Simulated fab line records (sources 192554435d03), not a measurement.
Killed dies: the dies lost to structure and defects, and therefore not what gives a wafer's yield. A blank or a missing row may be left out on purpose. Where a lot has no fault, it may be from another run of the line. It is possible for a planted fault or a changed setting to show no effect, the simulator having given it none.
Matching of chambers -- flow n5Finfet -- 4 sister chambers for N5_BEOL_M14_STRIP_37 on rieDiel-04
The step strips in O2. 14 wafers are shown with their chamber, then 7 later ones without.

WAFERS PAIRED WITH THEIR CHAMBERS
wafer,chamber,drypumpMotorCurrentA (A),showerheadPlenumPTorr (Torr),throttleValvePct (%)
L075.2,1,6.5,2.03,16.66
L075.3,2,5.4,2.17,16.65
L075.6,1,6.6,2.03,16.66
L082.2,3,5.2,2.05,16.69
L082.3,2,5.4,2.16,16.69
L082.6,0,5.9,2.12,16.22
L085.1,0,5.9,2.12,16.24
L085.4,3,5.2,2.04,16.72
L085.5,2,5.4,2.16,16.68
L087.4,0,5.9,2.12,16.24
L087.5,1,6.6,2.02,16.71
L087.6,0,5.9,2.12,16.20
L089.2,2,5.4,2.16,16.67
L089.3,1,6.7,2.02,16.69

SIGNATURES (averages over the wafers above)
reading,chamber 0,chamber 1,chamber 2,chamber 3,scatter within a chamber
drypumpMotorCurrentA,5.900,6.600,5.400,5.200,0.0447
showerheadPlenumPTorr,2.1200,2.0250,2.1625,2.0450,0.00474
throttleValvePct,16.2250,16.6800,16.6725,16.7050,0.0206
Rule: a wafer lies at a distance from a chamber equal to the root of the sum of squares, over the readings, of (its reading less the chamber's mean, divided by the reading's scatter). The wafer belongs to the nearest chamber; if the next one is less than 2 further off, it can't be placed. The scatter is the square root of a quotient: the sum, over the shown wafers, of each reading's squared deviation from its chamber's mean, divided by wafers minus chambers.

WAFERS WITHOUT THEIR CHAMBER
wafer,drypumpMotorCurrentA (A),showerheadPlenumPTorr (Torr),throttleValvePct (%)
L089.6,6.6,2.02,16.72
L093.1,6.6,2.02,16.70
L093.3,5.4,2.15,16.71
L093.4,5.2,2.04,16.76
L094.4,5.4,2.15,16.74
L094.5,5.4,2.15,16.74
L094.6,5.2,2.03,16.74

EACH ONE'S CHAMBER
wafer,from the rows above,in truth
L089.6,1,1
L093.1,1,1
L093.3,2,2
L093.4,3,3
L094.4,2,2
L094.5,2,2
L094.6,3,3
7 of 7 placed correctly. From these rows, 0 cannot be placed. Number placed wrongly: 0.
